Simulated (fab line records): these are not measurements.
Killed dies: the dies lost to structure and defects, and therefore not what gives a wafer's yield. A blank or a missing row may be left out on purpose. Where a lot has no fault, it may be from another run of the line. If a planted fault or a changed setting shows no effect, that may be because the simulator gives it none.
Chamber matching    flow n5-finfet    pecvd-04 running N5_ZERO_LAYER_PECVD_02: 3 sister chambers
The step deposits SiO2 from SiH4/N2O, target thk 10 nm, time 6 s. 3 wafers are shown with their chamber, then 7 later ones without.

EACH WAFER AND ITS CHAMBER
wafer   chamber  showerhead-plenum-p-Torr (Torr)
L088.6  2        8.11
L090.1  0        8.38
L090.3  1        8.22

WAFERS MISSING THEIR CHAMBER
wafer   showerhead-plenum-p-Torr (Torr)
L090.5  8.13
L093.2  8.33
L093.5  8.11
L093.6  8.23
L097.1  8.39
L097.5  8.40
L097.6  8.20

EACH ONE'S CHAMBER
wafer   from the rows above  in truth
L090.5  2                    2
L093.2  0                    0
L093.5  2                    2
L093.6  1                    1
L097.1  0                    0
L097.5  0                    0
L097.6  1                    1
7 of 7 placed correctly. Number that these rows cannot place: 0. 0 placed wrongly.
How it was worked out, from the rows above alone: a wafer's distance from a chamber is the root of the sum, over the readings, of the square of ((its reading less the chamber's mean) divided by the reading's scatter). If the next closest chamber is less than 2 further off than the closest, the wafer can't be placed; otherwise it belongs to the closest. For every chamber, the mean is computed from those of its wafers that are shown. The scatter: root of mean squared gap, hidden wafer to nearest shown wafer, with one shown wafer a chamber.
